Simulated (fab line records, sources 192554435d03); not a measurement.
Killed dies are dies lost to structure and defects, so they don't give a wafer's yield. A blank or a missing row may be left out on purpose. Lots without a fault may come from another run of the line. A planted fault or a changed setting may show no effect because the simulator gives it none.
Chamber matching | flow n5_finfet | N5_FIN_SAQP_ETCH_64 on rie_si-06: 4 sister chambers
The step etches SiO2 in CF4, target depth 1.5 nm. 8 wafers are shown with their chamber, then 8 later ones without.

WAFERS WITH THEIR CHAMBER
wafer  | chamber | throttle_valve_pct (%) | oes_product_au (a.u.)
L077.6 | 2       | 21.78                  | 0.974
L080.1 | 1       | 21.84                  | 1.020
L080.3 | 2       | 21.79                  | 0.962
L080.4 | 0       | 21.70                  | 1.015
L085.1 | 1       | 21.85                  | 1.039
L085.2 | 3       | 22.01                  | 1.032
L085.6 | 0       | 21.72                  | 1.020
L086.2 | 3       | 22.03                  | 1.029

WAFERS WITHOUT THEIR CHAMBER
wafer  | throttle_valve_pct (%) | oes_product_au (a.u.)
L086.5 | 21.85                  | 1.018
L086.6 | 21.71                  | 1.011
L088.1 | 21.80                  | 0.970
L088.2 | 21.70                  | 1.019
L088.3 | 22.02                  | 1.026
L096.4 | 22.01                  | 1.033
L096.5 | 21.71                  | 1.029
L096.6 | 21.86                  | 1.020

WHICH CHAMBER EACH WENT THROUGH
wafer  | from the rows above | in truth
L086.5 | 1                   | 1
L086.6 | 0                   | 0
L088.1 | 2                   | 2
L088.2 | 0                   | 0
L088.3 | 3                   | 3
L096.4 | 3                   | 3
L096.5 | 0                   | 0
L096.6 | 1                   | 1
Placed correctly: 8 of 8. Can't be placed from these rows: 0. Placed wrongly: 0.
How it was worked out, from the rows above alone: a wafer's distance from a chamber is the root of the sum, over the readings, of the square of ((its reading less the chamber's mean) divided by the reading's scatter). The wafer belongs to the nearest chamber; if the next one is less than 2 further off, it can't be placed. A chamber's mean is the mean of its shown wafers. The scatter: the root of (the sum of the squares of (reading less its chamber's mean) over the shown wafers, divided by (wafers less chambers)).
